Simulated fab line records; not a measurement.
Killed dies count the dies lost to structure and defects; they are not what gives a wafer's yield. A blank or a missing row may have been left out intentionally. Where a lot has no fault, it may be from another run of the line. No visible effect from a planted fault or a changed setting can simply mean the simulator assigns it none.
fab line records	flow n5_finfet
record lots=7	wafers=21
route steps=1938 shown BEOL_M3@977 BEOL_M4@1047 BEOL_M5@1115 BEOL_M6@1194
start_h: hours from the record's first day to the start of the lot's first wafer shown	wait_h: how many hours have passed since the lot's step before this one	" repeats the value in the row above	L1.1+2: one row covering several wafers at once	- no value present, or no start provided	* or withheld: withheld	< > ~ a bound
route shown NAME@n: a module of which the file shows steps, and the number in the route of the first	usual: mean/standard deviation taken from wafers without a fault	same: alike in all rows	chamber/n: place in a boat	sites: readings site by site	_std_site: the standard deviation of these	_edge_site: outer sites' mean less inner sites'	radius_mm: how far each site lies from the wafer's centre	mask NAME#n: copy n	behind: the last tool/chamber to shape the wafer	hold: cause of the lot's hold/its duration in hours/its outcome	device: the transistor (n, p or np) that didn't switch	end of line: at the end of the route, the tests of the same wafers	a step given without rows: its recipe and nothing more	killed: not the wafer's yield, but the dies lost to structure and defects at the first sort	map: a wafer's dies, marking killed ones x, the rest . and places with no die _
set.NAME: the run value of the setting; set.NAME@STEP: its run value at that earlier step	model.NAME: the simulator's own value behind a step, which no gauge read
one table per step and one row per wafer, for lots whose settings were changed on purpose
## steps
# step N5_BEOL_M3_VIA_ETCH_34
# recipe chemistry=C4F6/O2	target_depth_a=694	mask_material=SOC	pressure_mtorr=15	ion_energy_ev=250	taper_deg=4	time_s=65.9	source_w=350	bias_w=170	Ar_flow_sccm=300	C4F6_flow_sccm=10	O2_flow_sccm=10
lot.wafer	tool	chamber	start_h	wait_h	set.time_s	model.etch.depth_nm	model.SOC_of_BEOL_M3_COAT_67.thk_nm
L080.1	rie_diel-04	3	175.97	0.0	78.06	84.05	50.2
L080.2	"	0	"	"	78.06	81.01	51
L080.3	"	0	"	"	65.9	68.56	52.2
L081.2	rie_diel-01	1	192.81	0.0	65.9	68.92	52.4
L081.5	"	1	"	"	65.9	69.21	52.2
L081.6	"	0	"	"	65.9	68.48	52.4
L083.4	rie_diel-04	2	209.63	0.0	65.9	70.75	51.4
L083.5	"	0	"	"	65.9	68.43	51.8
L083.6	"	1	"	"	65.9	71.01	51.6
L084.1	rie_diel-04	0	210.60	0.0	65.9	68.61	52.6
L084.4	"	2	"	"	65.9	70.41	51.8
L084.6	"	1	"	"	52.96	57.14	53.6
L086.1	rie_diel-01	2	220.75	0.0	73.1	78.96	50.4
L086.3	"	0	"	"	65.9	68.18	52.4
L086.5	"	2	"	"	73.1	78.45	50.6
L093.2	rie_diel-01	3	265.76	0.0	52	54.27	53.6
L093.3	"	0	"	"	65.9	68.39	52.2
L093.5	"	1	"	"	52	53.5	53.6
L095.3	rie_diel-04	1	275.63	0.0	65.9	70.47	51.8
L095.4	"	3	"	"	65.9	69.69	51.4
L095.6	"	1	"	"	65.9	70.2	52
# step N5_BEOL_M3_ETCH_41
# recipe chemistry=CH3F/O2	target=SiCN	target_depth_a=299	taper_deg=2	time_s=52.5	ion_energy_ev=120	mask_material=TiN	pressure_mtorr=30	source_w=395	bias_w=75	Ar_flow_sccm=150	CH3F_flow_sccm=30	O2_flow_sccm=20
lot.wafer	tool	chamber	start_h	wait_h	set.target_depth_a	model.etch.depth_nm
L080.1	rie_diel-04	3	-	-	333.1	22.61
L080.2	"	0	"	"	299	19.65
L080.3	"	0	"	"	299	19.59
L081.2	rie_diel-01	1	-	-	280.7	18.37
L081.5	"	1	"	"	299	19.74
L081.6	"	0	"	"	299	19.37
L083.4	rie_diel-04	2	-	-	299	20.34
L083.5	"	0	"	"	281.6	18.47
L083.6	"	1	"	"	281.6	19
L084.1	rie_diel-04	0	-	-	319.2	20.81
L084.4	"	2	"	"	299	20.43
L084.6	"	1	"	"	299	20.19
L086.1	rie_diel-01	2	-	-	299	20.34
L086.3	"	0	"	"	299	19.49
L086.5	"	2	"	"	299	20.37
L093.2	rie_diel-01	3	-	-	308.4	20.52
L093.3	"	0	"	"	308.4	20.37
L093.5	"	1	"	"	299	19.54
L095.3	rie_diel-04	1	-	-	299	20.5
L095.4	"	3	"	"	299	20.36
L095.6	"	1	"	"	299	20.37
# step N5_BEOL_M4_COAT_67
# recipe resist=SOC	temp_c=250	time_s=60	spin_rpm=1500	resist_thk_nm=60
lot.wafer	tool	chamber	start_h	wait_h	set.spin_rpm	model.SOC_of_BEOL_M4_COAT_67.thk_nm
L080.1+2	litho_track-05	0	183.90	0.0	1500	60
L080.3	"	0	"	"	1566	58.6
L081.2	litho_track-04	0	200.67	0.0	1500	59.8
L081.5+6	"	0	"	"	1500	60
L083.4	litho_track-04	0	215.04	0.0	1500	60.2
L083.5	"	0	"	"	1500	60
L083.6	"	0	"	"	1453	61
L084.1+4	litho_track-04	0	216.67	0.0	1500	60
L084.6	"	0	"	"	1653	57.4
L086.1+3	litho_track-05	0	228.85	0.0	1500	59.8
L086.5	"	0	"	"	1500	60
L093.2	litho_track-03	0	274.49	0.0	1565	58.6
L093.3+5	"	0	"	"	1500	60
L095.3+4+6	litho_track-04	0	281.46	0.0	1500	59.8
# step N5_BEOL_M4_COAT_68
# recipe resist=SiARC	temp_c=220	time_s=60	spin_rpm=1500	resist_thk_nm=12
lot.wafer	tool	chamber	start_h	wait_h	set.spin_rpm	model.SiARC_of_BEOL_M4_COAT_68.thk_nm
L080.1+2+3	litho_track-05	0	-	-	1500	12
L081.2+5+6	litho_track-04	0	-	-	1643	11.4
L083.4+6	litho_track-04	0	-	-	1500	12
L083.5	"	0	"	"	1446	12.2
L084.1+4+6	litho_track-04	0	-	-	1500	12
L086.1	litho_track-05	0	-	-	1500	12
L086.3+5	"	0	"	"	1665	11.4
L093.2+5	litho_track-03	0	-	-	1500	12
L093.3	"	0	"	"	1634	11.4
L095.3+4+6	litho_track-04	0	-	-	1500	12
# step N5_BEOL_M4_COAT_76
# recipe resist=underlayer	temp_c=205	time_s=60	spin_rpm=1500	resist_thk_nm=5
# step N5_BEOL_M4_COAT_22
# recipe resist=CAR-EUV	spin_rpm=1500	resist_thk_nm=30
# step N5_BEOL_M4_DESCUM_33
# recipe chemistry=O2	time_s=7	source_power_w=50	bias_power_w=20	pressure_mtorr=20	rf_frequency_hz=2.712e+07	temp_c=40	resist=CAR-EUV	o2_flow_sccm=225
# step N5_BEOL_M4_ETCH_77
# recipe chemistry=N2/H2	target=underlayer	target_depth_a=65	mask_material=CAR-EUV	time_s=5.2	ion_energy_ev=200	pressure_mtorr=30	source_w=840	bias_w=150	n2_flow_sccm=200	h2_flow_sccm=200	ends=cleared
# step N5_BEOL_M4_ETCH_69
# recipe chemistry=CF4	target=SiARC	target_depth_a=156	mask_material=CAR-EUV	time_s=26	ion_energy_ev=80	pressure_mtorr=40	source_w=545	bias_w=36	Ar_flow_sccm=100	cf4_flow_sccm=100	ends=cleared
lot.wafer	tool	chamber	start_h	wait_h	set.spin_rpm@BEOL_M4_COAT_68	model.etch.depth_nm
L080.1+2+3	rie_diel-02	2,3,1	185.70	0.0	1500	11.98
L081.2+6	rie_diel-02	1,0	201.46	0.0	1643	11.48
L081.5	"	1	"	"	1643	11.47
L083.4	rie_diel-06	3	215.81	0.0	1500	12.01
L083.5	"	2	"	"	1446	12.29
L083.6	"	3	"	"	1500	12.04
L084.1	rie_diel-02	0	217.46	0.0	1500	12.09
L084.4	"	1	"	"	1500	12.08
L084.6	"	2	"	"	1500	12.06
L086.1	rie_diel-03	3	229.33	0.0	1500	11.99
L086.3	"	3	"	"	1665	11.42
L086.5	"	1	"	"	1665	11.4
L093.2	rie_diel-02	2	274.95	0.0	1500	12.02
L093.3	"	0	"	"	1634	11.47
L093.5	"	0	"	"	1500	11.97
L095.3	rie_diel-03	0	282.01	0.0	1500	12.08
L095.4	"	1	"	"	1500	12.03
L095.6	"	2	"	"	1500	12.04
# step N5_BEOL_M4_ALD_98
# recipe material=SiO2	target_thk_a=25	temp_c=100	ald_precursor_family=BDEAS	ald_co_reactant=O2-plasma	pulse_time_s=1	co_reactant_pulse_time_s=1	purge_time_s=2	co_reactant_purge_time_s=2	ald_cycles=17	pressure_torr=2
# step N5_BEOL_M4_ETCHBACK_99
# recipe chemistry=CHF3	target=SiO2	target_depth_a=50	time_s=10.4	source_w=215	bias_w=47	Ar_flow_sccm=200	CHF3_flow_sccm=12	ion_energy_ev=100	pressure_mtorr=30
# step N5_BEOL_M4_ETCH_70
# recipe chemistry=N2/H2	target=SOC	target_depth_a=800	overetch_a=240	mask_material=SiARC	temp_c=40	time_s=130	ion_energy_ev=200	pressure_mtorr=30	source_w=840	bias_w=150	n2_flow_sccm=200	h2_flow_sccm=200
lot.wafer	tool	chamber	start_h	wait_h	set.spin_rpm@BEOL_M4_COAT_67	model.etch.depth_nm
L080.1	rie_diel-03	3	187.27	0.0	1500	59.96
L080.2	"	2	"	"	1500	60.07
L080.3	"	0	"	"	1566	58.68
L081.2	rie_diel-02	3	202.51	0.0	1500	59.84
L081.5	"	0	"	"	1500	59.92
L081.6	"	3	"	"	1500	59.96
L083.4	rie_diel-03	2	217.37	0.0	1500	60.18
L083.5	"	1	"	"	1500	60.09
L083.6	"	3	"	"	1453	61.03
L084.1	rie_diel-06	1	220.76	0.0	1500	60.09
L084.4	"	2	"	"	1500	60.07
L084.6	"	0	"	"	1653	57.3
L086.1	rie_diel-02	3	238.03	0.0	1500	59.74
L086.3	"	1	"	"	1500	59.71
L086.5	"	1	"	"	1500	59.96
L093.2	rie_diel-02	0	275.92	0.0	1565	58.65
L093.3	"	3	"	"	1500	60.09
L093.5	"	1	"	"	1500	60.08
L095.3	rie_diel-06	2	286.92	0.0	1500	59.86
L095.4	"	2	"	"	1500	59.9
L095.6	"	1	"	"	1500	59.88
# step N5_BEOL_M4_STRIP_71
# recipe chemistry=N2/H2	temp_c=40	n2_flow_sccm=200	h2_flow_sccm=200	rf_frequency_hz=6e+07
# step N5_BEOL_M4_STRIP_78
# recipe chemistry=N2/H2	temp_c=40	n2_flow_sccm=200	h2_flow_sccm=200	rf_frequency_hz=6e+07
# step N5_BEOL_M4_VIA_ETCH_34
# recipe chemistry=C4F6/O2	target_depth_a=694	mask_material=SOC	pressure_mtorr=15	ion_energy_ev=250	taper_deg=4	time_s=65.9	source_w=350	bias_w=170	Ar_flow_sccm=300	C4F6_flow_sccm=10	O2_flow_sccm=10
lot.wafer	tool	chamber	start_h	wait_h	set.spin_rpm@BEOL_M4_COAT_67	model.SOC_of_BEOL_M4_COAT_67.thk_nm
L080.1	rie_diel-03	3	187.37	0.0	1500	52.4
L080.2	"	2	"	"	1500	52
L080.3	"	0	"	"	1566	50.6
L081.2+6	rie_diel-02	3	202.61	0.0	1500	51.8
L081.5	"	0	"	"	1500	52.4
L083.4+5	rie_diel-03	2,1	217.46	0.0	1500	52
L083.6	"	3	"	"	1453	53.4
L084.1	rie_diel-06	1	220.87	0.0	1500	52
L084.4	"	2	"	"	1500	51.8
L084.6	"	0	"	"	1653	49.6
L086.1+5	rie_diel-02	3,1	238.14	0.0	1500	51.8
L086.3	"	1	"	"	1500	51.6
L093.2	rie_diel-02	0	276.03	0.0	1565	51.2
L093.3	"	3	"	"	1500	52
L093.5	"	1	"	"	1500	51.8
L095.3+4+6	rie_diel-06	2,2,1	287.03	0.0	1500	51.8
# step N5_BEOL_M5_PECVD_70
# recipe material=SiO2	target_thk_a=160	temp_c=400	precursor=TEOS/O2	pressure_torr=5.5	rf_w=450	teos_flow_sccm=53.8	gas=O2	flow_sccm=3000	time_s=18
lot.wafer	tool	chamber	start_h	wait_h	set.temp_c	model.SiO2_of_BEOL_M5_PECVD_70.thk_nm
L080.1	pecvd-02	1	192.81	0.0	400	15.6
L080.2	"	0	"	"	414.7	14
L080.3	"	2	"	"	400	16.2
L081.2	pecvd-02	1	208.38	0.0	400	15.8
L081.5	"	2	"	"	389.7	17.8
L081.6	"	0	"	"	389.7	17
L083.4+6	pecvd-04	0,1	223.93	0.1	390.1	16.6
L083.5	"	2	"	"	400	16
L084.1	pecvd-02	2	226.78	0.0	400	16
L084.4	"	0	"	"	400	15.8
L084.6	"	2	"	"	400	16.2
L086.1	pecvd-02	2	244.57	0.0	400	16
L086.3	"	0	"	"	400	15.8
L086.5	"	2	"	"	400	16.6
L093.2	pecvd-04	0	281.73	0.0	400	15.6
L093.3	"	1	"	"	400	15.4
L093.5	"	1	"	"	385.5	17.2
L095.3	pecvd-04	2	292.95	0.0	400	15.8
L095.4+6	"	1,0	"	"	400	15.6
# step N5_BEOL_M5_COAT_71
# recipe resist=underlayer	temp_c=205	time_s=60	spin_rpm=1500	resist_thk_nm=5
lot.wafer	tool	chamber	start_h	wait_h	set.spin_rpm
L080.1+3	litho_track-02	0	-	-	1348
L080.2	"	0	"	"	1500
L081.2+5	litho_track-01	0	-	-	1594
L081.6	"	0	"	"	1500
L083.4+5+6	litho_track-05	0	-	-	1500
L084.1+6	litho_track-02	0	-	-	1500
L084.4	"	0	"	"	1348
L086.1+3	litho_track-05	0	-	-	1500
L086.5	"	0	"	"	1596
L093.2+5	litho_track-05	0	-	-	1500
L093.3	"	0	"	"	1392
L095.3+4+6	litho_track-01	0	-	-	1500
# step N5_BEOL_M5_COAT_05
# recipe resist=CAR-EUV	spin_rpm=1500	resist_thk_nm=30
# step N5_BEOL_M5_EBR_07
# recipe solvent=PGMEA	ebr_width_mm=1.5
# step N5_BEOL_M5_DESCUM_16
# recipe chemistry=O2	time_s=7	source_power_w=50	bias_power_w=20	pressure_mtorr=20	rf_frequency_hz=2.712e+07	temp_c=40	resist=CAR-EUV	o2_flow_sccm=225
# step N5_BEOL_M5_ETCH_72
# recipe chemistry=N2/H2	target=underlayer	target_depth_a=65	mask_material=CAR-EUV	time_s=5.2	ion_energy_ev=200	pressure_mtorr=30	source_w=840	bias_w=150	n2_flow_sccm=200	h2_flow_sccm=200	ends=cleared
lot.wafer	tool	chamber	start_h	wait_h	set.spin_rpm@BEOL_M5_COAT_71	model.etch.depth_nm
L080.1	rie_diel-01	1	194.32	0.0	1348	5.262
L080.2	"	3	"	"	1500	4.981
L080.3	"	0	"	"	1348	5.261
L081.2+5	rie_diel-05	3,0	211.50	0.0	1594	4.862
L081.6	"	3	"	"	1500	4.996
L083.4	rie_diel-05	1	225.39	0.0	1500	4.992
L083.5	"	2	"	"	1500	4.994
L083.6	"	3	"	"	1500	4.999
L084.1	rie_diel-01	3	228.53	0.0	1500	5.018
L084.4	"	0	"	"	1348	5.294
L084.6	"	2	"	"	1500	5.01
L086.1	rie_diel-01	1	246.02	0.0	1500	4.993
L086.3	"	1	"	"	1500	4.985
L086.5	"	3	"	"	1596	4.835
L093.2	rie_diel-05	2	283.61	0.0	1500	4.985
L093.3	"	3	"	"	1392	5.165
L093.5	"	0	"	"	1500	4.989
L095.3	rie_diel-01	3	294.69	0.0	1500	5.005
L095.4	"	2	"	"	1500	4.997
L095.6	"	2	"	"	1500	5.01
# step N5_BEOL_M5_ETCH_61
# recipe chemistry=CF4	target=SiARC	target_depth_a=156	mask_material=CAR-EUV	time_s=26	ion_energy_ev=80	pressure_mtorr=40	source_w=545	bias_w=36	Ar_flow_sccm=100	cf4_flow_sccm=100	ends=cleared
# step N5_BEOL_M5_ETCH_62
# recipe chemistry=N2/H2	target=SOC	target_depth_a=750	overetch_a=150	mask_material=SiARC	temp_c=40	time_s=112.5	ion_energy_ev=200	pressure_mtorr=30	source_w=840	bias_w=150	n2_flow_sccm=200	h2_flow_sccm=200
# step N5_BEOL_M5_STRIP_91
# recipe chemistry=N2/H2	time_s=10	power_w=450	temp_c=40	pressure_mtorr=20	rf_frequency_hz=6e+07	bias_power_w=7	n2_flow_sccm=200	h2_flow_sccm=200
# step N5_BEOL_M5_HM_STRIP_39
# recipe chemistry=peroxide_tin_strip	material=TiN	target_depth_a=250	temp_c=50	time_s=158
lot.wafer	tool	chamber	start_h	wait_h	set.temp_c@BEOL_M5_PECVD_70	model.SiO2_of_BEOL_M5_PECVD_70.thk_nm
L080.1	wet_bench-06	3	197.07	0.0	400	15.4
L080.2	"	4	"	"	414.7	14
L080.3	"	5	"	"	400	16
L081.2	wet_bench-06	1	215.03	0.0	400	15.6
L081.5	"	3	"	"	389.7	17.6
L081.6	"	0	"	"	389.7	17
L083.4	wet_bench-04	0	228.04	0.0	390.1	16.4
L083.5	"	5	"	"	400	16
L083.6	"	6	"	"	390.1	16.6
L084.1	wet_bench-04	2	230.66	0.0	400	15.8
L084.4	"	3	"	"	400	15.6
L084.6	"	0	"	"	400	16
L086.1	wet_bench-04	0	247.53	0.0	400	15.8
L086.3	"	7	"	"	400	15.6
L086.5	"	5	"	"	400	16.4
L093.2	wet_bench-06	0	286.68	0.0	400	15.4
L093.3	"	4	"	"	400	15.2
L093.5	"	3	"	"	385.5	17
L095.3	wet_bench-03	2	298.23	0.0	400	15.6
L095.4+6	"	7,4	"	"	400	15.4
# step N5_BEOL_M6_ILD_DEP_00
# recipe material=SiCOH_lowk	target_thk_a=1797.5	temp_c=300	precursor=DEMS/porogen	pressure_torr=5	rf_w=500	time_s=33.4
lot.wafer	tool	chamber	start_h	wait_h	set.time_s	model.SiCOH_lowk_of_BEOL_M6_ILD_DEP_00.thk_nm
L080.1	pecvd-01	2	204.36	0.0	33.4	179.6
L080.2	"	1	"	"	33.4	176
L080.3	"	0	"	"	33.4	174.2
L081.2	pecvd-01	0	222.38	0.0	31.76	170.4
L081.5	"	1	"	"	31.76	170.8
L081.6	"	0	"	"	33.4	181
L084.1	pecvd-03	1	237.73	0.0	38.29	204.8
L084.4	"	2	"	"	33.4	179.4
L084.6	"	0	"	"	33.4	182.8
L083.4	pecvd-01	2	242.28	0.1	33.4	187
L083.5	"	1	"	"	33.4	182.2
L083.6	"	0	"	"	33.4	184.4
L086.1	pecvd-03	0	255.35	0.0	33.4	180.6
L086.3	"	2	"	"	35.71	190.2
L086.5	"	0	"	"	33.4	181
L093.2	pecvd-01	0	294.39	0.0	33.4	180.2
L093.3	"	2	"	"	33.4	185.8
L093.5	"	0	"	"	33.4	184
L095.3	pecvd-04	2	305.90	0.0	33.4	179
L095.4	"	0	"	"	33.4	181.4
L095.6	"	1	"	"	33.4	180.6
# step N5_BEOL_M6_CURE_74
# recipe temp_c=385	time_s=240	ambient=He/Ar	material=SiCOH_lowk
lot.wafer	tool	chamber	start_h	wait_h	set.time_s@BEOL_M6_ILD_DEP_00	model.SiCOH_lowk_of_BEOL_M6_ILD_DEP_00.thk_nm
L080.1	uv_cure-02	0	204.42	0.0	33.4	154.8
L080.2	"	0	"	"	33.4	151.6
L080.3	"	0	"	"	33.4	150.2
L081.2	uv_cure-01	1	222.53	0.1	31.76	146.8
L081.5	"	1	"	"	31.76	147.2
L081.6	"	1	"	"	33.4	156.2
L084.1	uv_cure-01	2	237.80	0.0	38.29	176.8
L084.4	"	2	"	"	33.4	154.6
L084.6	"	2	"	"	33.4	157.8
L083.4	uv_cure-02	2	242.80	0.5	33.4	161.4
L083.5	"	2	"	"	33.4	157.2
L083.6	"	2	"	"	33.4	159
L086.1	uv_cure-02	2	255.42	0.0	33.4	155.6
L086.3	"	2	"	"	35.71	164.2
L086.5	"	2	"	"	33.4	156
L093.2	uv_cure-01	2	294.54	0.1	33.4	155.4
L093.3	"	2	"	"	33.4	160.4
L093.5	"	2	"	"	33.4	158.8
L095.3	uv_cure-01	1	306.41	0.5	33.4	154.4
L095.4	"	1	"	"	33.4	156.4
L095.6	"	1	"	"	33.4	155.8
# step N5_BEOL_M6_THK_MEAS_01
# recipe reads=SiCOH_lowk_of_BEOL_M6_ILD_DEP_00
# usual M6_ILD_THK=155.2/2.3
lot.wafer	tool	chamber	start_h	wait_h	set.time_s@BEOL_M6_ILD_DEP_00	M6_ILD_THK[nm]
L080.1	film_metro-01	-	204.93	0.4	33.4	154.8
L080.2	"	-	"	"	33.4	151.6
L080.3	"	-	"	"	33.4	150.2
L081.2	film_metro-01	-	222.96	0.4	31.76	146.8
L081.5	"	-	"	"	31.76	147.2
L081.6	"	-	"	"	33.4	156.2
L084.1	film_metro-02	-	238.31	0.4	38.29	176.9
L084.4	"	-	"	"	33.4	154.7
L084.6	"	-	"	"	33.4	157.7
L083.4	film_metro-01	-	243.32	0.4	33.4	161.5
L083.5	"	-	"	"	33.4	157.2
L083.6	"	-	"	"	33.4	158.9
L086.1	film_metro-01	-	257.37	1.6	33.4	155.5
L086.3	"	-	"	"	35.71	164.2
L086.5	"	-	"	"	33.4	156.0
L093.2	film_metro-01	-	294.97	0.4	33.4	155.3
L093.3	"	-	"	"	33.4	160.3
L093.5	"	-	"	"	33.4	158.8
L095.3	film_metro-02	-	306.76	0.3	33.4	154.3
L095.4	"	-	"	"	33.4	156.5
L095.6	"	-	"	"	33.4	155.8
# step N5_BEOL_M6_HM_DEP_02
# recipe material=TiN	target_thk_a=200	temp_c=25	chamber_pressure_pa=0.49996
lot.wafer	tool	chamber	start_h	wait_h	set.target_thk_a	model.TiN_of_BEOL_M6_HM_DEP_02.thk_nm
L080.1	pvd_sputter-03	-	205.99	1.0	200	20.4
L080.2+3	"	-	"	"	200	20
L081.2	pvd_sputter-02	-	224.40	1.4	200	19.6
L081.5	"	-	"	"	177.2	17.4
L081.6	"	-	"	"	200	19.8
L084.1	pvd_sputter-02	-	238.44	0.1	211.7	21.4
L084.4	"	-	"	"	200	19.8
L084.6	"	-	"	"	211.7	21
L083.4	pvd_sputter-03	-	245.00	1.6	200	20.2
L083.5	"	-	"	"	175.3	17.6
L083.6	"	-	"	"	175.3	17.4
L086.1	pvd_sputter-01	-	258.13	0.7	200	19.8
L086.3	"	-	"	"	200	20
L086.5	"	-	"	"	200	19.6
L093.2	pvd_sputter-01	-	298.21	3.2	191.2	19.2
L093.3	"	-	"	"	200	20.6
L093.5	"	-	"	"	191.2	19.4
L095.3	pvd_sputter-02	-	307.44	0.6	200	20.4
L095.4	"	-	"	"	200	19.8
L095.6	"	-	"	"	200	20
## key
split step=N5_BEOL_M3_VIA_ETCH_34	setting=time_s	stated=65.9	by=wafer
response step=N5_BEOL_M3_VIA_ETCH_34	reading=model.etch.depth_nm	change=+0.714	per=1%	r=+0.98
response step=N5_BEOL_M3_VIA_ETCH_34	reading=model.SOC_of_BEOL_M3_COAT_67.thk_nm	change=-0.0832	per=1%	r=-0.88
split step=N5_BEOL_M3_ETCH_41	setting=target_depth_a	stated=299	by=wafer
response step=N5_BEOL_M3_ETCH_41	reading=model.etch.depth_nm	change=+0.222	per=1%	r=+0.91
split step=N5_BEOL_M4_COAT_67	setting=spin_rpm	stated=1500	by=wafer
response step=N5_BEOL_M4_COAT_67	reading=model.SOC_of_BEOL_M4_COAT_67.thk_nm	change=-0.273	per=1%	r=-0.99
response step=N5_BEOL_M4_ETCH_70	reading=model.etch.depth_nm	change=-0.284	per=1%	r=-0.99
response step=N5_BEOL_M4_VIA_ETCH_34	reading=model.SOC_of_BEOL_M4_COAT_67.thk_nm	change=-0.249	per=1%	r=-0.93
split step=N5_BEOL_M4_COAT_68	setting=spin_rpm	stated=1500	by=wafer
response step=N5_BEOL_M4_COAT_68	reading=model.SiARC_of_BEOL_M4_COAT_68.thk_nm	change=-0.0593	per=1%	r=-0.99
response step=N5_BEOL_M4_ETCH_69	reading=model.etch.depth_nm	change=-0.0558	per=1%	r=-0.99
split step=N5_BEOL_M5_PECVD_70	setting=temp_c	stated=400	by=wafer
response step=N5_BEOL_M5_PECVD_70	reading=model.SiO2_of_BEOL_M5_PECVD_70.thk_nm	change=-0.476	per=1%	r=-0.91
response step=N5_BEOL_M5_HM_STRIP_39	reading=model.SiO2_of_BEOL_M5_PECVD_70.thk_nm	change=-0.457	per=1%	r=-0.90
split step=N5_BEOL_M5_COAT_71	setting=spin_rpm	stated=1500	by=wafer
response step=N5_BEOL_M5_ETCH_72	reading=model.etch.depth_nm	change=-0.026	per=1%	r=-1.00
split step=N5_BEOL_M6_ILD_DEP_00	setting=time_s	stated=33.4	by=wafer
response step=N5_BEOL_M6_ILD_DEP_00	reading=model.SiCOH_lowk_of_BEOL_M6_ILD_DEP_00.thk_nm	change=+1.62	per=1%	r=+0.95
response step=N5_BEOL_M6_CURE_74	reading=model.SiCOH_lowk_of_BEOL_M6_ILD_DEP_00.thk_nm	change=+1.41	per=1%	r=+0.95
response step=N5_BEOL_M6_THK_MEAS_01	reading=M6_ILD_THK	change=+1.42	per=1%	r=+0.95
split step=N5_BEOL_M6_HM_DEP_02	setting=target_thk_a	stated=200	by=wafer
response step=N5_BEOL_M6_HM_DEP_02	reading=model.TiN_of_BEOL_M6_HM_DEP_02.thk_nm	change=+0.219	per=1%	r=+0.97
